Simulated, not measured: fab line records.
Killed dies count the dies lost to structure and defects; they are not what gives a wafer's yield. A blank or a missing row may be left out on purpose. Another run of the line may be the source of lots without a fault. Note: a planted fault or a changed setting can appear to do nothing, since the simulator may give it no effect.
fab line records / flow n5_finfet / part 2 of 2: steps 36 to 43 of 43
record lots=6 wafers=18 last_day=18
route steps=1938 shown MOL_CONTACT_COAG@626 BEOL_M0_SAQP@632 BEOL_M4@1111
lots with no fault: from the same line, run without faults
start_h: hours from the record's first day to the start of the lot's first wafer shown / wait_h: how many hours have passed since the lot's step before this one / " same as the row above / L1.1+2: one row covering several wafers at once / - no value, or no start was given / * or withheld: withheld / < > ~ a bound
route shown NAME@n: names a module that has steps shown in the file, with the first one's number in the route / usual: mean and standard deviation over wafers with no fault / same: alike in all rows / chamber/n: place in a boat / sites: per-site readings / _std_site: standard deviation across them / _edge_site: outer sites' mean less inner sites' / radius_mm: how far each site lies from the wafer's centre / mask NAME#n: copy n / behind: tool/chamber where the wafer was last shaped / hold: why the lot was held/for how many hours/how that ended / device: names the non-switching transistor (n, p or np) / end of line: the same wafers' tests at the end of the route / a step without rows: its recipe alone / killed: the dies lost at the first sort to structure and to defects; this is not the yield of the wafer / map: shows each die of a wafer: x if killed, . if not, _ if none is there
set.NAME: the setting that was run; set.NAME@STEP: the one run at that earlier step / model.NAME: the simulator's own value behind a step, which no gauge read
lots at selected steps of the route; one table per step, one row per wafer
services: a tool's chamber out of use, with start hour (start_h, from the record's first day; less than 0 if before it), hours out, and reason
## steps
# step N5_BEOL_M0_SAQP_RECESS_114
# recipe chemistry=HF/NH3 target=SiO2 target_depth_a=144 afs_cycles=3 temp_c=30 sublimation_temp_c=180 sublimation_time_s=60
# step N5_BEOL_M0_SAQP_SPACER1_ALD_98
# recipe material=SiO2 target_thk_a=128 temp_c=300 ald_precursor_family=BDEAS ald_co_reactant=O2-plasma pulse_time_s=1 purge_time_s=2 co_reactant_purge_time_s=2 ald_cycles=138 pressure_torr=2
# step N5_BEOL_M0_SAQP_SPACER1_ETCHBACK_99
# recipe chemistry=CHF3/O2 mode=anisotropic_etchback target=SiO2 target_depth_a=154 time_s=7.7 pressure_mtorr=30 source_w=650 bias_w=170 Ar_flow_sccm=200 CHF3_flow_sccm=50 O2_flow_sccm=5 ion_energy_ev=200
# step N5_BEOL_M0_SAQP_MANDREL1_REMOVE_100
# recipe chemistry=HBr/Cl2/O2 bt_time_s=10 target=a-Si stop_on=SiNx endpoint=OES-SiCl over_etch_frac=0.85 icp_w=600 bias_w=30 HBr_flow_sccm=150 Cl2_flow_sccm=80 O2_flow_sccm=5 pressure_mtorr=10
# usual drypump_motor_current_A=5.7/0.49 oes_product_au=0.997/0.012 throttle_valve_pct=36.63/0.26
lot.wafer=L428.3 tool=rie_si-02 chamber=3 start_h=108.07 wait_h=0.1 drypump_motor_current_A=6.2 oes_product_au=1.010 rf_hours_counter_h=109 throttle_valve_pct=36.95 model.BEOL_M0_SAQP.cd_nm=12.8
lot.wafer=L428.4 tool=rie_si-02 chamber=2 start_h=108.07 wait_h=0.1 drypump_motor_current_A=6.0 oes_product_au=0.977 rf_hours_counter_h=164 throttle_valve_pct=36.71 model.BEOL_M0_SAQP.cd_nm=12.8
lot.wafer=L428.5 tool=rie_si-02 chamber=0 start_h=108.07 wait_h=0.1 drypump_motor_current_A=5.2 oes_product_au=0.992 rf_hours_counter_h=- throttle_valve_pct=36.80 model.BEOL_M0_SAQP.cd_nm=12.8
lot.wafer=L433.2 tool=rie_si-04 chamber=1 start_h=136.87 wait_h=0.1 drypump_motor_current_A=6.1 oes_product_au=1.008 rf_hours_counter_h=2 throttle_valve_pct=36.93 model.BEOL_M0_SAQP.cd_nm=12.8
lot.wafer=L433.4 tool=rie_si-04 chamber=3 start_h=136.87 wait_h=0.1 drypump_motor_current_A=5.2 oes_product_au=0.989 rf_hours_counter_h=35 throttle_valve_pct=36.66 model.BEOL_M0_SAQP.cd_nm=13
lot.wafer=L433.6 tool=rie_si-04 chamber=2 start_h=136.87 wait_h=0.1 drypump_motor_current_A=5.4 oes_product_au=1.019 rf_hours_counter_h=- throttle_valve_pct=36.30 model.BEOL_M0_SAQP.cd_nm=13
lot.wafer=L444.4 tool=rie_si-02 chamber=0 start_h=204.58 wait_h=0.1 drypump_motor_current_A=5.2 oes_product_au=1.000 rf_hours_counter_h=36 throttle_valve_pct=36.78 model.BEOL_M0_SAQP.cd_nm=42.6
lot.wafer=L444.5 tool=rie_si-02 chamber=2 start_h=204.58 wait_h=0.1 drypump_motor_current_A=6.0 oes_product_au=0.987 rf_hours_counter_h=- throttle_valve_pct=36.72 model.BEOL_M0_SAQP.cd_nm=43
lot.wafer=L444.6 tool=rie_si-02 chamber=3 start_h=204.58 wait_h=0.1 drypump_motor_current_A=6.2 oes_product_au=1.010 rf_hours_counter_h=- throttle_valve_pct=36.93 model.BEOL_M0_SAQP.cd_nm=42.6
lot.wafer=L445.1 tool=rie_si-02 chamber=0 start_h=210.93 wait_h=0.1 drypump_motor_current_A=5.2 oes_product_au=0.975 rf_hours_counter_h=36 throttle_valve_pct=36.80 model.BEOL_M0_SAQP.cd_nm=42.4
lot.wafer=L445.2 tool=rie_si-02 chamber=3 start_h=210.93 wait_h=0.1 drypump_motor_current_A=6.2 oes_product_au=1.001 rf_hours_counter_h=111 throttle_valve_pct=36.94 model.BEOL_M0_SAQP.cd_nm=42.8
lot.wafer=L445.6 tool=rie_si-02 chamber=1 start_h=210.93 wait_h=0.1 drypump_motor_current_A=6.5 oes_product_au=0.997 rf_hours_counter_h=- throttle_valve_pct=36.76 model.BEOL_M0_SAQP.cd_nm=42.2
lot.wafer=L450.1 tool=rie_si-04 chamber=3 start_h=240.69 wait_h=0.1 drypump_motor_current_A=5.3 oes_product_au=0.987 rf_hours_counter_h=37 throttle_valve_pct=36.65 model.BEOL_M0_SAQP.cd_nm=12.8
lot.wafer=L450.4 tool=rie_si-04 chamber=3 start_h=240.69 wait_h=0.1 drypump_motor_current_A=5.2 oes_product_au=0.984 rf_hours_counter_h=- throttle_valve_pct=36.66 model.BEOL_M0_SAQP.cd_nm=12.8
lot.wafer=L450.6 tool=rie_si-04 chamber=2 start_h=240.69 wait_h=0.1 drypump_motor_current_A=5.4 oes_product_au=1.014 rf_hours_counter_h=- throttle_valve_pct=36.29 model.BEOL_M0_SAQP.cd_nm=12.6
lot.wafer=L451.1 tool=rie_si-04 chamber=1 start_h=245.33 wait_h=0.1 drypump_motor_current_A=6.1 oes_product_au=0.999 rf_hours_counter_h=4 throttle_valve_pct=36.95 model.BEOL_M0_SAQP.cd_nm=12.6
lot.wafer=L451.2 tool=rie_si-04 chamber=2 start_h=245.33 wait_h=0.1 drypump_motor_current_A=5.4 oes_product_au=1.007 rf_hours_counter_h=34 throttle_valve_pct=36.27 model.BEOL_M0_SAQP.cd_nm=12.8
lot.wafer=L451.4 tool=rie_si-04 chamber=3 start_h=245.33 wait_h=0.1 drypump_motor_current_A=5.3 oes_product_au=0.996 rf_hours_counter_h=- throttle_valve_pct=36.66 model.BEOL_M0_SAQP.cd_nm=12.8
# step N5_BEOL_M0_SAQP_CD_MEAS_25
# recipe target_cd_nm=13.1 landing_energy_ev=1000 detector=se_inlens
# usual cd_nm=12.77/0.21
lot.wafer=L428.3 tool=cd_sem-02 chamber=0 start_h=108.19 wait_h=0.1 cd_nm=12.77
lot.wafer=L428.4 tool=cd_sem-02 chamber=0 start_h=108.19 wait_h=0.1 cd_nm=12.78
lot.wafer=L428.5 tool=cd_sem-02 chamber=0 start_h=108.19 wait_h=0.1 cd_nm=12.59
lot.wafer=L433.2 tool=cd_sem-03 chamber=0 start_h=136.98 wait_h=0.1 cd_nm=13.04
lot.wafer=L433.4 tool=cd_sem-03 chamber=0 start_h=136.98 wait_h=0.1 cd_nm=12.83
lot.wafer=L433.6 tool=cd_sem-03 chamber=0 start_h=136.98 wait_h=0.1 cd_nm=12.57
lot.wafer=L444.4 tool=cd_sem-02 chamber=0 start_h=204.70 wait_h=0.1 cd_nm=-
lot.wafer=L444.5 tool=cd_sem-02 chamber=0 start_h=204.70 wait_h=0.1 cd_nm=-
lot.wafer=L444.6 tool=cd_sem-02 chamber=0 start_h=204.70 wait_h=0.1 cd_nm=-
lot.wafer=L445.1 tool=cd_sem-01 chamber=0 start_h=211.04 wait_h=0.1 cd_nm=-
lot.wafer=L445.2 tool=cd_sem-01 chamber=0 start_h=211.04 wait_h=0.1 cd_nm=-
lot.wafer=L445.6 tool=cd_sem-01 chamber=0 start_h=211.04 wait_h=0.1 cd_nm=-
lot.wafer=L450.1 tool=cd_sem-01 chamber=0 start_h=240.80 wait_h=0.1 cd_nm=12.75
lot.wafer=L450.4 tool=cd_sem-01 chamber=0 start_h=240.80 wait_h=0.1 cd_nm=12.93
lot.wafer=L450.6 tool=cd_sem-01 chamber=0 start_h=240.80 wait_h=0.1 cd_nm=12.59
lot.wafer=L451.1 tool=cd_sem-03 chamber=0 start_h=245.44 wait_h=0.1 cd_nm=13.01
lot.wafer=L451.2 tool=cd_sem-03 chamber=0 start_h=245.44 wait_h=0.1 cd_nm=12.92
lot.wafer=L451.4 tool=cd_sem-03 chamber=0 start_h=245.44 wait_h=0.1 cd_nm=12.67
# step N5_BEOL_M0_SAQP_ETCH_101
# recipe chemistry=CH3F/O2 target=SiNx mask_material=SiO2 target_depth_a=299 time_s=42.7 pressure_mtorr=30 source_w=395 bias_w=73 Ar_flow_sccm=150 CH3F_flow_sccm=30 O2_flow_sccm=20 ion_energy_ev=120
# step N5_BEOL_M0_SAQP_MANDREL2_REMOVE_110
# recipe chemistry=HBr/Cl2/O2 bt_time_s=10 target=a-Si stop_on=SiCN endpoint=OES-SiCl over_etch_frac=1 icp_w=600 bias_w=30 HBr_flow_sccm=150 Cl2_flow_sccm=80 O2_flow_sccm=5 pressure_mtorr=10
# usual drypump_motor_current_A=5.8/0.49 oes_product_au=0.998/0.013 throttle_valve_pct=36.64/0.26
lot.wafer=L428.3 tool=rie_si-04 chamber=3 start_h=109.83 wait_h=0.1 drypump_motor_current_A=5.3 oes_product_au=0.999 rf_hours_counter_h=35 throttle_valve_pct=36.64 model.BEOL_M0_SAQP.cd_nm=15
lot.wafer=L428.4 tool=rie_si-04 chamber=2 start_h=109.83 wait_h=0.1 drypump_motor_current_A=5.4 oes_product_au=1.019 rf_hours_counter_h=32 throttle_valve_pct=36.31 model.BEOL_M0_SAQP.cd_nm=15
lot.wafer=L428.5 tool=rie_si-04 chamber=1 start_h=109.83 wait_h=0.1 drypump_motor_current_A=6.1 oes_product_au=1.002 rf_hours_counter_h=- throttle_valve_pct=36.93 model.BEOL_M0_SAQP.cd_nm=15
lot.wafer=L433.2 tool=rie_si-02 chamber=2 start_h=138.64 wait_h=0.1 drypump_motor_current_A=6.0 oes_product_au=0.981 rf_hours_counter_h=165 throttle_valve_pct=36.70 model.BEOL_M0_SAQP.cd_nm=15
lot.wafer=L433.4 tool=rie_si-02 chamber=1 start_h=138.64 wait_h=0.1 drypump_motor_current_A=6.5 oes_product_au=0.990 rf_hours_counter_h=135 throttle_valve_pct=36.77 model.BEOL_M0_SAQP.cd_nm=15
lot.wafer=L433.6 tool=rie_si-02 chamber=2 start_h=138.64 wait_h=0.1 drypump_motor_current_A=6.0 oes_product_au=0.983 rf_hours_counter_h=- throttle_valve_pct=36.71 model.BEOL_M0_SAQP.cd_nm=15.2
lot.wafer=L444.4 tool=rie_si-02 chamber=2 start_h=206.34 wait_h=0.1 drypump_motor_current_A=6.0 oes_product_au=0.992 rf_hours_counter_h=166 throttle_valve_pct=36.71 model.BEOL_M0_SAQP.cd_nm=43
lot.wafer=L444.5 tool=rie_si-02 chamber=1 start_h=206.34 wait_h=0.1 drypump_motor_current_A=6.5 oes_product_au=1.006 rf_hours_counter_h=- throttle_valve_pct=36.75 model.BEOL_M0_SAQP.cd_nm=43.6
lot.wafer=L444.6 tool=rie_si-02 chamber=2 start_h=206.34 wait_h=0.1 drypump_motor_current_A=6.0 oes_product_au=0.987 rf_hours_counter_h=- throttle_valve_pct=36.71 model.BEOL_M0_SAQP.cd_nm=43.2
lot.wafer=L445.1 tool=rie_si-02 chamber=2 start_h=212.81 wait_h=0.1 drypump_motor_current_A=6.0 oes_product_au=0.992 rf_hours_counter_h=166 throttle_valve_pct=36.72 model.BEOL_M0_SAQP.cd_nm=42.4
lot.wafer=L445.2 tool=rie_si-02 chamber=0 start_h=212.81 wait_h=0.1 drypump_motor_current_A=5.2 oes_product_au=0.980 rf_hours_counter_h=36 throttle_valve_pct=36.79 model.BEOL_M0_SAQP.cd_nm=42.6
lot.wafer=L445.6 tool=rie_si-02 chamber=2 start_h=212.81 wait_h=0.1 drypump_motor_current_A=6.0 oes_product_au=0.984 rf_hours_counter_h=- throttle_valve_pct=36.69 model.BEOL_M0_SAQP.cd_nm=42
lot.wafer=L450.1 tool=rie_si-04 chamber=1 start_h=242.45 wait_h=0.1 drypump_motor_current_A=6.1 oes_product_au=1.005 rf_hours_counter_h=4 throttle_valve_pct=36.94 model.BEOL_M0_SAQP.cd_nm=15
lot.wafer=L450.4 tool=rie_si-04 chamber=3 start_h=242.45 wait_h=0.1 drypump_motor_current_A=5.2 oes_product_au=0.997 rf_hours_counter_h=- throttle_valve_pct=36.67 model.BEOL_M0_SAQP.cd_nm=15.2
lot.wafer=L450.6 tool=rie_si-04 chamber=2 start_h=242.45 wait_h=0.1 drypump_motor_current_A=5.4 oes_product_au=1.013 rf_hours_counter_h=- throttle_valve_pct=36.29 model.BEOL_M0_SAQP.cd_nm=15
lot.wafer=L451.1 tool=rie_si-02 chamber=3 start_h=247.43 wait_h=0.1 drypump_motor_current_A=6.2 oes_product_au=0.999 rf_hours_counter_h=112 throttle_valve_pct=36.95 model.BEOL_M0_SAQP.cd_nm=15
lot.wafer=L451.2 tool=rie_si-02 chamber=1 start_h=247.43 wait_h=0.1 drypump_motor_current_A=6.5 oes_product_au=1.003 rf_hours_counter_h=137 throttle_valve_pct=36.76 model.BEOL_M0_SAQP.cd_nm=15
lot.wafer=L451.4 tool=rie_si-02 chamber=0 start_h=247.43 wait_h=0.1 drypump_motor_current_A=5.2 oes_product_au=0.994 rf_hours_counter_h=36 throttle_valve_pct=36.79 model.BEOL_M0_SAQP.cd_nm=14.8
# step N5_BEOL_M4_RC_MEAS_101
# usual DIBL_N=36.0/1.4 DIBL_P=36.1/1.4 IOFF_N=0.153/0.02 IOFF_P=0.211/0.026 ION_N=673/8.7 ION_P=463/6.7 SS_N=71.5/0.5 SS_P=73.3/0.54 VT_N=250.1/2.4 VT_P=-250.2/2.9
lot.wafer=L428.3 tool=prober-02 chamber=0 start_h=180.82 wait_h=0.3 DIBL_N[mV/V]=36.3 DIBL_P[mV/V]=37.8 IOFF_N[nA/um]=0.170 IOFF_P[nA/um]=0.253 ION_N[uA/um]=683 ION_P[uA/um]=475 SS_N[mV/dec]=71.2 SS_P[mV/dec]=73.8 VT_N[mV]=247.7 VT_P[mV]=-246.8
lot.wafer=L428.4 tool=prober-02 chamber=0 start_h=180.82 wait_h=0.3 DIBL_N[mV/V]=34.4 DIBL_P[mV/V]=34.7 IOFF_N[nA/um]=0.137 IOFF_P[nA/um]=0.206 ION_N[uA/um]=671 ION_P[uA/um]=467 SS_N[mV/dec]=70.9 SS_P[mV/dec]=72.8 VT_N[mV]=251.5 VT_P[mV]=-247.3
lot.wafer=L428.5 tool=prober-02 chamber=0 start_h=180.82 wait_h=0.3 DIBL_N[mV/V]=34.2 DIBL_P[mV/V]=34.9 IOFF_N[nA/um]=0.133 IOFF_P[nA/um]=0.196 ION_N[uA/um]=670 ION_P[uA/um]=473 SS_N[mV/dec]=71.3 SS_P[mV/dec]=72.8 VT_N[mV]=251.0 VT_P[mV]=-250.0
lot.wafer=L433.2 tool=prober-02 chamber=0 start_h=213.36 wait_h=0.2 DIBL_N[mV/V]=37.3 DIBL_P[mV/V]=37.2 IOFF_N[nA/um]=0.158 IOFF_P[nA/um]=0.211 ION_N[uA/um]=670 ION_P[uA/um]=461 SS_N[mV/dec]=70.7 SS_P[mV/dec]=72.5 VT_N[mV]=251.9 VT_P[mV]=-251.1
lot.wafer=L433.4 tool=prober-02 chamber=0 start_h=213.36 wait_h=0.2 DIBL_N[mV/V]=36.7 DIBL_P[mV/V]=35.2 IOFF_N[nA/um]=0.148 IOFF_P[nA/um]=0.191 ION_N[uA/um]=664 ION_P[uA/um]=461 SS_N[mV/dec]=71.2 SS_P[mV/dec]=72.7 VT_N[mV]=250.9 VT_P[mV]=-253.4
lot.wafer=L433.6 tool=prober-02 chamber=0 start_h=213.36 wait_h=0.2 DIBL_N[mV/V]=38.5 DIBL_P[mV/V]=38.3 IOFF_N[nA/um]=0.180 IOFF_P[nA/um]=0.231 ION_N[uA/um]=671 ION_P[uA/um]=462 SS_N[mV/dec]=71.5 SS_P[mV/dec]=73.4 VT_N[mV]=247.6 VT_P[mV]=-251.7
lot.wafer=L450.1 tool=prober-01 chamber=0 start_h=307.04 wait_h=0.0 DIBL_N[mV/V]=36.3 DIBL_P[mV/V]=35.5 IOFF_N[nA/um]=0.157 IOFF_P[nA/um]=0.198 ION_N[uA/um]=671 ION_P[uA/um]=461 SS_N[mV/dec]=71.9 SS_P[mV/dec]=73.2 VT_N[mV]=249.4 VT_P[mV]=-254.7
lot.wafer=L450.4 tool=prober-01 chamber=0 start_h=307.04 wait_h=0.0 DIBL_N[mV/V]=38.2 DIBL_P[mV/V]=37.9 IOFF_N[nA/um]=0.188 IOFF_P[nA/um]=0.249 ION_N[uA/um]=673 ION_P[uA/um]=466 SS_N[mV/dec]=72.2 SS_P[mV/dec]=73.6 VT_N[mV]=249.9 VT_P[mV]=-249.0
lot.wafer=L450.6 tool=prober-01 chamber=0 start_h=307.04 wait_h=0.0 DIBL_N[mV/V]=37.5 DIBL_P[mV/V]=37.5 IOFF_N[nA/um]=0.187 IOFF_P[nA/um]=0.232 ION_N[uA/um]=684 ION_P[uA/um]=463 SS_N[mV/dec]=72.4 SS_P[mV/dec]=72.8 VT_N[mV]=247.9 VT_P[mV]=-249.3
lot.wafer=L451.1 tool=prober-01 chamber=0 start_h=327.24 wait_h=0.0 DIBL_N[mV/V]=36.1 DIBL_P[mV/V]=37.4 IOFF_N[nA/um]=0.167 IOFF_P[nA/um]=0.220 ION_N[uA/um]=667 ION_P[uA/um]=460 SS_N[mV/dec]=73.2 SS_P[mV/dec]=73.8 VT_N[mV]=250.3 VT_P[mV]=-251.3
lot.wafer=L451.2 tool=prober-01 chamber=0 start_h=327.24 wait_h=0.0 DIBL_N[mV/V]=34.8 DIBL_P[mV/V]=36.1 IOFF_N[nA/um]=0.144 IOFF_P[nA/um]=0.194 ION_N[uA/um]=676 ION_P[uA/um]=459 SS_N[mV/dec]=71.3 SS_P[mV/dec]=73.4 VT_N[mV]=251.6 VT_P[mV]=-253.8
lot.wafer=L451.4 tool=prober-01 chamber=0 start_h=327.24 wait_h=0.0 DIBL_N[mV/V]=34.5 DIBL_P[mV/V]=35.5 IOFF_N[nA/um]=0.140 IOFF_P[nA/um]=0.181 ION_N[uA/um]=673 ION_P[uA/um]=452 SS_N[mV/dec]=71.8 SS_P[mV/dec]=73.1 VT_N[mV]=251.0 VT_P[mV]=-251.5
## services
tool=pecvd-03 chamber=- start_h=78.88 hours=0.6 kind=repair
tool=pecvd-02 chamber=0 start_h=79.25 hours=11.2 kind=repair
tool=pecvd-02 chamber=1 start_h=86.62 hours=18.3 kind=repair
tool=rie_diel-06 chamber=1 start_h=87.89 hours=3.7 kind=repair
tool=rie_diel-03 chamber=1 start_h=98.65 hours=2.6 kind=repair
tool=rie_si-02 chamber=3 start_h=98.89 hours=5.2 kind=repair
tool=rie_diel-03 chamber=1 start_h=111.75 hours=7.1 kind=repair
tool=rie_diel-03 chamber=0 start_h=112.81 hours=4.5 kind=repair
tool=hp_anneal-01 chamber=- start_h=112.97 hours=8.0 kind=repair
tool=cmp-01 chamber=- start_h=113.03 hours=5.0 kind=repair
tool=pecvd-02 chamber=2 start_h=114.65 hours=7.0 kind=repair
tool=pecvd-02 chamber=0 start_h=134.16 hours=15.0 kind=repair
tool=cmp-01 chamber=- start_h=143.04 hours=0.4 kind=repair
tool=cmp-04 chamber=- start_h=175.54 hours=6.0 kind=repair
tool=rie_si-02 chamber=- start_h=199.80 hours=2.8 kind=pm
tool=rie_si-04 chamber=- start_h=204.69 hours=14.6 kind=pm
tool=rie_diel-03 chamber=- start_h=210.92 hours=0.5 kind=repair
tool=rie_si-02 chamber=2 start_h=216.35 hours=1.3 kind=repair
tool=rie_diel-03 chamber=2 start_h=224.74 hours=5.5 kind=repair
tool=rie_si-02 chamber=- start_h=234.58 hours=1.5 kind=repair
tool=cmp-04 chamber=- start_h=235.82 hours=1.6 kind=repair
tool=rie_diel-03 chamber=3 start_h=237.13 hours=57.4 kind=repair
tool=cmp-04 chamber=- start_h=242.09 hours=4.0 kind=pm
tool=rie_si-02 chamber=- start_h=245.58 hours=0.6 kind=repair
## key
first_sign step=N5_BEOL_M0_SAQP_PECVD_04 reading=tool_record direction=missing
effect step=N5_BEOL_M0_SAQP_THK_MEAS_05 reading=thk_nm direction=down sigmas=53 usual=* struck=*
effect step=N5_BEOL_M0_SAQP_MANDREL_ETCH_20 reading=oes_product_au direction=down sigmas=42 usual=0.767 struck=0.324
effect step=N5_BEOL_M0_SAQP_CD_MEAS_25 reading=cd_nm direction=missing
model_effect step=N5_BEOL_M0_SAQP_MANDREL_ETCH_20 value=etch.depth_nm without=59.42 struck=0
model_effect step=N5_BEOL_M0_SAQP_MANDREL1_REMOVE_100 value=BEOL_M0_SAQP.cd_nm without=12.8 struck=42.6
model_effect step=N5_BEOL_M0_SAQP_MANDREL2_REMOVE_110 value=BEOL_M0_SAQP.cd_nm without=15.03 struck=42.8
met_at N5_BEOL_M0_SAQP_PECVD_04
struck_wafers L444.4,L444.5,L444.6,L445.1,L445.2,L445.6
later_rows_left_out L444.4,L444.5,L444.6,L445.1,L445.2,L445.6
sort_left_out L444.4,L444.5,L444.6,L445.1,L445.2,L445.6
onset_between 105.90 201.74
fault kind=skipped_step_whole tool=pecvd-02,pecvd-03 chamber=- onset_h=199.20 steps=N5_BEOL_M0_SAQP_PECVD_04 scope=struck_lots_only
# sort_left_out: the simulated sort isn't trusted on such a fault, so these wafers' sort isn't shown, and their yield isn't known
# later_rows_left_out: the simulator's readings of these wafers behind a module that went badly wrong aren't trusted and aren't shown, but for the sort
